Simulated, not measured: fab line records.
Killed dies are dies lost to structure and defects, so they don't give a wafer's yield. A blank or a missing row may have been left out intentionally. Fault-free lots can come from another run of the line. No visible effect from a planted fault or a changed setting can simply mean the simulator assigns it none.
Split-lot study :: flow n5-finfet :: 21 wafers read across 7 lots, on a route 1938 steps long

== ABOUT THE SPLIT ==
At N5_BEOL_M6_COAT_22 (resist thk 30 nm), the setting spin-rpm was moved away from the recipe's 1500 rpm on 7 of the 21 wafers read, by -10.9% to +5.2%. This setting was run at the recipe's value on the other wafers.

== FROM THE SPLIT TO THE READING: what the file shows between them, 4 steps ==
- N5_BEOL_M6_EBR_24
- N5_BEOL_M6_SOFTBAKE_23: time 60 s
- N5_BEOL_M6_EXPOSE_25: exposes mask V5, target cd 40 nm
- N5_BEOL_M6_PEB_26: peb time 60 s

== THE READING ==
CAR-EUV_of_BEOL_M6_COAT_22.thk-nm (the simulator's own value, which no gauge read), in nm, at N5_BEOL_M6_DEVELOP_27 (develop time 30 s). There is no usual value for it anywhere in the file. The 14 wafers here that ran the recipe average 29.5 nm, standard deviation 0.1 nm.

wafer: L077.2
tool, chamber at the split: litho-track-01, 0
spin-rpm as run, rpm: 1421
against the recipe: -5.3%
CAR-EUV_of_BEOL_M6_COAT_22.thk-nm, nm: 30.4
against lot-mates on the recipe: +1.0

wafer: L077.3
tool, chamber at the split: litho-track-01, 0
spin-rpm as run, rpm: 1421
against the recipe: -5.3%
CAR-EUV_of_BEOL_M6_COAT_22.thk-nm, nm: 30.2
against lot-mates on the recipe: +0.8

wafer: L077.6
tool, chamber at the split: litho-track-01, 0
spin-rpm as run, rpm: 1500
against the recipe: recipe
CAR-EUV_of_BEOL_M6_COAT_22.thk-nm, nm: 29.4
against lot-mates on the recipe: -

wafer: L076.1
tool, chamber at the split: litho-track-05, 0
spin-rpm as run, rpm: 1500
against the recipe: recipe
CAR-EUV_of_BEOL_M6_COAT_22.thk-nm, nm: 29.6
against lot-mates on the recipe: -

wafer: L076.4
tool, chamber at the split: litho-track-05, 0
spin-rpm as run, rpm: 1500
against the recipe: recipe
CAR-EUV_of_BEOL_M6_COAT_22.thk-nm, nm: 29.6
against lot-mates on the recipe: -

wafer: L076.6
tool, chamber at the split: litho-track-05, 0
spin-rpm as run, rpm: 1500
against the recipe: recipe
CAR-EUV_of_BEOL_M6_COAT_22.thk-nm, nm: 29.6
against lot-mates on the recipe: -

wafer: L082.1
tool, chamber at the split: litho-track-05, 0
spin-rpm as run, rpm: 1500
against the recipe: recipe
CAR-EUV_of_BEOL_M6_COAT_22.thk-nm, nm: 29.4
against lot-mates on the recipe: -

wafer: L082.4
tool, chamber at the split: litho-track-05, 0
spin-rpm as run, rpm: 1500
against the recipe: recipe
CAR-EUV_of_BEOL_M6_COAT_22.thk-nm, nm: 29.6
against lot-mates on the recipe: -

wafer: L082.5
tool, chamber at the split: litho-track-05, 0
spin-rpm as run, rpm: 1424
against the recipe: -5.1%
CAR-EUV_of_BEOL_M6_COAT_22.thk-nm, nm: 30.2
against lot-mates on the recipe: +0.7

wafer: L086.2
tool, chamber at the split: litho-track-01, 0
spin-rpm as run, rpm: 1578
against the recipe: +5.2%
CAR-EUV_of_BEOL_M6_COAT_22.thk-nm, nm: 28.6
against lot-mates on the recipe: -0.8

wafer: L086.3
tool, chamber at the split: litho-track-01, 0
spin-rpm as run, rpm: 1500
against the recipe: recipe
CAR-EUV_of_BEOL_M6_COAT_22.thk-nm, nm: 29.4
against lot-mates on the recipe: -

wafer: L086.6
tool, chamber at the split: litho-track-01, 0
spin-rpm as run, rpm: 1500
against the recipe: recipe
CAR-EUV_of_BEOL_M6_COAT_22.thk-nm, nm: 29.4
against lot-mates on the recipe: -

wafer: L093.1
tool, chamber at the split: litho-track-05, 0
spin-rpm as run, rpm: 1500
against the recipe: recipe
CAR-EUV_of_BEOL_M6_COAT_22.thk-nm, nm: 29.4
against lot-mates on the recipe: -

wafer: L093.2
tool, chamber at the split: litho-track-05, 0
spin-rpm as run, rpm: 1569
against the recipe: +4.6%
CAR-EUV_of_BEOL_M6_COAT_22.thk-nm, nm: 28.8
against lot-mates on the recipe: -0.6

wafer: L093.6
tool, chamber at the split: litho-track-05, 0
spin-rpm as run, rpm: 1569
against the recipe: +4.6%
CAR-EUV_of_BEOL_M6_COAT_22.thk-nm, nm: 28.8
against lot-mates on the recipe: -0.6

wafer: L094.1
tool, chamber at the split: litho-track-01, 0
spin-rpm as run, rpm: 1500
against the recipe: recipe
CAR-EUV_of_BEOL_M6_COAT_22.thk-nm, nm: 29.6
against lot-mates on the recipe: -

wafer: L094.3
tool, chamber at the split: litho-track-01, 0
spin-rpm as run, rpm: 1337
against the recipe: -10.9%
CAR-EUV_of_BEOL_M6_COAT_22.thk-nm, nm: 31.2
against lot-mates on the recipe: +1.7

wafer: L094.6
tool, chamber at the split: litho-track-01, 0
spin-rpm as run, rpm: 1500
against the recipe: recipe
CAR-EUV_of_BEOL_M6_COAT_22.thk-nm, nm: 29.4
against lot-mates on the recipe: -

wafer: L097.2
tool, chamber at the split: litho-track-04, 0
spin-rpm as run, rpm: 1500
against the recipe: recipe
CAR-EUV_of_BEOL_M6_COAT_22.thk-nm, nm: 29.6
against lot-mates on the recipe: -

wafer: L097.3
tool, chamber at the split: litho-track-04, 0
spin-rpm as run, rpm: 1500
against the recipe: recipe
CAR-EUV_of_BEOL_M6_COAT_22.thk-nm, nm: 29.6
against lot-mates on the recipe: -

wafer: L097.5
tool, chamber at the split: litho-track-04, 0
spin-rpm as run, rpm: 1500
against the recipe: recipe
CAR-EUV_of_BEOL_M6_COAT_22.thk-nm, nm: 29.4
against lot-mates on the recipe: -

THE FIT
A straight line over all 21 wafers: CAR-EUV_of_BEOL_M6_COAT_22.thk-nm changes by -0.155 nm for each +1% of spin-rpm; r = -0.99; the points scatter about the line by 0.096 nm.
The same after taking each lot's own level away (the mean of its wafers on the recipe; 21 wafers): -0.153 nm for each +1%; r = -0.99; scatter 0.082 nm.
That fit puts the effect of the largest move of spin-rpm on the reading at 1.7 nm.
Across the lots, their own levels run from 29.40 to 29.60 nm, a range of 2.0 times the standard deviation given above.
The two slopes agree, so the slope changes little with the lot-to-lot level.
Check: +1.65 nm against its lot-mates is what the line predicts for one of the wafers moved furthest among these (-10.9%) when that wafer is left out of the fit. It came out at +1.7 nm against them.

== ADDITIONAL SPLITS CARRIED BY THESE WAFERS ==
Other splits were also applied to these wafers ahead of the reading. Each is held against what the fit with the lots' levels taken away leaves over:
other split on the same wafers: N5_BEOL_M4_SPUTTER_88 time-s
wafers away from the commonest value: 8
r with CAR-EUV_of_BEOL_M6_COAT_22.thk-nm (lot level and that fit taken away): -0.24

other split on the same wafers: N5_BEOL_M6_HM_DEP_02 target-thk-a
wafers away from the commonest value: 4
r with CAR-EUV_of_BEOL_M6_COAT_22.thk-nm (lot level and that fit taken away): +0.09

other split on the same wafers: N5_BEOL_M6_COAT_63 spin-rpm
wafers away from the commonest value: 7
r with CAR-EUV_of_BEOL_M6_COAT_22.thk-nm (lot level and that fit taken away): -0.11

== THE WHOLE CHAIN: every reading that the file lists as answering this split, in the file's order ==
step: N5_BEOL_M6_COAT_22
what it does: resist thk 30 nm
reading: CAR-EUV_of_BEOL_M6_COAT_22.thk-nm (the simulator's own value, which no gauge read)
change (the file's fit): -0.16 nm for each +1% of the setting
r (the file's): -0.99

step: N5_BEOL_M6_DEVELOP_27
what it does: develop time 30 s
reading: CAR-EUV_of_BEOL_M6_COAT_22.thk-nm (the simulator's own value, which no gauge read)
change (the file's fit): -0.153 nm for each +1% of the setting
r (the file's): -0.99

== THE FILE'S OWN FIT ==
CAR-EUV_of_BEOL_M6_COAT_22.thk-nm changes by -0.153 nm for each +1% of spin-rpm, r = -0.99.
